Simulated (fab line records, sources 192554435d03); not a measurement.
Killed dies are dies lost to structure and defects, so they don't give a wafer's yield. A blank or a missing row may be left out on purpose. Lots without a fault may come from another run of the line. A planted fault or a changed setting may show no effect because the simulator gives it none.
Chamber matching | flow n5_finfet | N5_MOL_CONTACT_COAG_DESCUM_88 on rie_diel-02: 4 sister chambers
The step chemistry O2, time 7 s. 16 wafers are shown with their chamber, then 8 later ones without.

WAFERS WITH THEIR CHAMBER
wafer  | chamber | showerhead_plenum_p_Torr (Torr) | throttle_valve_pct (%) | oes_product_au (a.u.)
L075.2 | 2       | 2.07                            | 20.51                  | 0.85
L075.3 | 0       | 2.02                            | 20.56                  | 0.75
L075.5 | 1       | 1.94                            | 20.54                  | 0.68
L077.1 | 1       | 1.94                            | 20.54                  | 0.68
L077.4 | 3       | 2.09                            | 20.65                  | 0.77
L077.5 | 0       | 2.02                            | 20.57                  | 0.74
L078.2 | 1       | 1.94                            | 20.55                  | 0.69
L078.5 | 3       | 2.09                            | 20.68                  | 0.78
L078.6 | 2       | 2.06                            | 20.52                  | 0.84
L085.3 | 2       | 2.06                            | 20.53                  | 0.82
L085.5 | 3       | 2.09                            | 20.70                  | 0.76
L085.6 | 0       | 2.01                            | 20.59                  | 0.73
L088.2 | 2       | 2.06                            | 20.56                  | 0.80
L088.4 | 3       | 2.08                            | 20.71                  | 0.75
L088.6 | 2       | 2.06                            | 20.54                  | 0.81
L094.1 | 3       | 2.08                            | 20.73                  | 0.73

SIGNATURES (means of the wafers above)
reading                  | chamber 0 | chamber 1 | chamber 2 | chamber 3 | scatter within a chamber
showerhead_plenum_p_Torr | 2.0167    | 1.9400    | 2.0620    | 2.0860    | 0.00471
throttle_valve_pct       | 20.5733   | 20.5433   | 20.5320   | 20.6940   | 0.0219
oes_product_au           | 0.7400    | 0.6833    | 0.8240    | 0.7580    | 0.017
Rule: a wafer's distance from a chamber is the root of the sum, over the readings, of the square of ((its reading less the chamber's mean) divided by the reading's scatter). The wafer belongs to the nearest chamber; if the next one is less than 2 further off, it can't be placed. The scatter: the root of (the sum of the squares of (reading less its chamber's mean) over the shown wafers, divided by (wafers less chambers)).

WAFERS WITHOUT THEIR CHAMBER
wafer  | showerhead_plenum_p_Torr (Torr) | throttle_valve_pct (%) | oes_product_au (a.u.)
L094.2 | 2.05                            | 20.58                  | 0.80
L094.4 | 2.01                            | 20.60                  | 0.70
L095.1 | 2.08                            | 20.73                  | 0.74
L095.3 | 2.05                            | 20.58                  | 0.79
L095.4 | 2.01                            | 20.64                  | 0.71
L096.2 | 2.19                            | 20.06                  | 0.88
L096.3 | 2.00                            | 20.64                  | 0.70
L096.6 | 2.00                            | 20.63                  | 0.69

WHICH CHAMBER EACH WENT THROUGH
wafer  | from the rows above | in truth
L094.2 | 2                   | 2
L094.4 | 0                   | 0
L095.1 | 3                   | 3
L095.3 | 2                   | 2
L095.4 | 0                   | 0
L096.2 | 2                   | 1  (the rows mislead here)
L096.3 | 0                   | 0
L096.6 | 0                   | 0
Placed correctly: 7 of 8. Can't be placed from these rows: 0. Placed wrongly: 1.
